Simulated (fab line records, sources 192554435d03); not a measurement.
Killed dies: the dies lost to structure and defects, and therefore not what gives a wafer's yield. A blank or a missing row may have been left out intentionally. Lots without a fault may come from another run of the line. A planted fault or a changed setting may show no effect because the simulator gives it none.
Chamber matching :: flow n5_finfet :: N5_BEOL_M7_STRIP_36 on rie_diel-06: 4 sister chambers
The step strips in N2/H2. 18 wafers are shown with their chamber, then 9 later ones without.

EACH WAFER AND ITS CHAMBER
wafer: L074.1
chamber: 1
drypump_motor_current_A (A): 5.9
throttle_valve_pct (%): 24.2
showerhead_plenum_p_Torr (Torr): 2.50

wafer: L074.2
chamber: 3
drypump_motor_current_A (A): 5.8
throttle_valve_pct (%): 23.3
showerhead_plenum_p_Torr (Torr): 2.60

wafer: L074.5
chamber: 3
drypump_motor_current_A (A): 5.8
throttle_valve_pct (%): 23.3
showerhead_plenum_p_Torr (Torr): 2.60

wafer: L076.3
chamber: 2
drypump_motor_current_A (A): 5.2
throttle_valve_pct (%): 23.9
showerhead_plenum_p_Torr (Torr): 2.56

wafer: L076.4
chamber: 1
drypump_motor_current_A (A): 5.9
throttle_valve_pct (%): 24.2
showerhead_plenum_p_Torr (Torr): 2.50

wafer: L076.6
chamber: 1
drypump_motor_current_A (A): 5.9
throttle_valve_pct (%): 24.2
showerhead_plenum_p_Torr (Torr): 2.50

wafer: L077.4
chamber: 3
drypump_motor_current_A (A): 5.8
throttle_valve_pct (%): 23.3
showerhead_plenum_p_Torr (Torr): 2.59

wafer: L077.5
chamber: 1
drypump_motor_current_A (A): 5.9
throttle_valve_pct (%): 24.2
showerhead_plenum_p_Torr (Torr): 2.50

wafer: L077.6
chamber: 0
drypump_motor_current_A (A): 5.7
throttle_valve_pct (%): 23.7
showerhead_plenum_p_Torr (Torr): 2.61

wafer: L087.2
chamber: 2
drypump_motor_current_A (A): 5.2
throttle_valve_pct (%): 23.9
showerhead_plenum_p_Torr (Torr): 2.56

wafer: L087.3
chamber: 3
drypump_motor_current_A (A): 5.9
throttle_valve_pct (%): 23.3
showerhead_plenum_p_Torr (Torr): 2.59

wafer: L087.6
chamber: 1
drypump_motor_current_A (A): 5.9
throttle_valve_pct (%): 24.2
showerhead_plenum_p_Torr (Torr): 2.49

wafer: L088.2
chamber: 3
drypump_motor_current_A (A): 5.8
throttle_valve_pct (%): 23.3
showerhead_plenum_p_Torr (Torr): 2.58

wafer: L088.4
chamber: 3
drypump_motor_current_A (A): 5.8
throttle_valve_pct (%): 23.3
showerhead_plenum_p_Torr (Torr): 2.58

wafer: L088.6
chamber: 0
drypump_motor_current_A (A): 5.8
throttle_valve_pct (%): 23.3
showerhead_plenum_p_Torr (Torr): 2.60

wafer: L092.3
chamber: 0
drypump_motor_current_A (A): 5.7
throttle_valve_pct (%): 23.3
showerhead_plenum_p_Torr (Torr): 2.60

wafer: L092.4
chamber: 2
drypump_motor_current_A (A): 5.2
throttle_valve_pct (%): 23.9
showerhead_plenum_p_Torr (Torr): 2.55

wafer: L092.6
chamber: 3
drypump_motor_current_A (A): 5.8
throttle_valve_pct (%): 23.3
showerhead_plenum_p_Torr (Torr): 2.58

SIGNATURES (means of the wafers above)
reading: drypump_motor_current_A
chamber 0: 5.733
chamber 1: 5.900
chamber 2: 5.200
chamber 3: 5.814
scatter within a chamber: 0.033

reading: throttle_valve_pct
chamber 0: 23.433
chamber 1: 24.200
chamber 2: 23.900
chamber 3: 23.300
scatter within a chamber: 0.0873

reading: showerhead_plenum_p_Torr
chamber 0: 2.6033
chamber 1: 2.4980
chamber 2: 2.5567
chamber 3: 2.5886
scatter within a chamber: 0.00707
Rule: a wafer lies at a distance from a chamber equal to the root of the sum of squares, over the readings, of (its reading less the chamber's mean, divided by the reading's scatter). If the next closest chamber is less than 2 further off than the closest, the wafer can't be placed; otherwise it belongs to the closest. The scatter: take each reading less its chamber's mean, square it, sum over the shown wafers, divide by the number of wafers less the number of chambers, and take the root.

WAFERS WITH NO CHAMBER GIVEN
wafer: L093.1
drypump_motor_current_A (A): 5.8
throttle_valve_pct (%): 23.3
showerhead_plenum_p_Torr (Torr): 2.60

wafer: L093.3
drypump_motor_current_A (A): 5.8
throttle_valve_pct (%): 23.3
showerhead_plenum_p_Torr (Torr): 2.58

wafer: L093.4
drypump_motor_current_A (A): 5.2
throttle_valve_pct (%): 24.0
showerhead_plenum_p_Torr (Torr): 2.55

wafer: L095.2
drypump_motor_current_A (A): 5.8
throttle_valve_pct (%): 23.3
showerhead_plenum_p_Torr (Torr): 2.58

wafer: L095.5
drypump_motor_current_A (A): 5.7
throttle_valve_pct (%): 23.3
showerhead_plenum_p_Torr (Torr): 2.59

wafer: L095.6
drypump_motor_current_A (A): 5.8
throttle_valve_pct (%): 23.3
showerhead_plenum_p_Torr (Torr): 2.58

wafer: L097.1
drypump_motor_current_A (A): 5.9
throttle_valve_pct (%): 24.0
showerhead_plenum_p_Torr (Torr): 2.49

wafer: L097.2
drypump_motor_current_A (A): 5.8
throttle_valve_pct (%): 23.3
showerhead_plenum_p_Torr (Torr): 2.59

wafer: L097.4
drypump_motor_current_A (A): 5.8
throttle_valve_pct (%): 23.3
showerhead_plenum_p_Torr (Torr): 2.58

THE CHAMBER EACH PASSED THROUGH
wafer: L093.1
from the rows above: can't be placed: 3 or 0
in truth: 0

wafer: L093.3
from the rows above: 3
in truth: 3

wafer: L093.4
from the rows above: 2
in truth: 2

wafer: L095.2
from the rows above: 3
in truth: 3

wafer: L095.5
from the rows above: can't be placed: 0 or 3
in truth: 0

wafer: L095.6
from the rows above: 3
in truth: 3

wafer: L097.1
from the rows above: 1
in truth: 1

wafer: L097.2
from the rows above: 3
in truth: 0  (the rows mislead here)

wafer: L097.4
from the rows above: 3
in truth: 3
Placed correctly: 6 of 9. Unplaceable from these rows: 2, with the true chamber sitting among the candidates in 2. Number placed wrongly: 1.
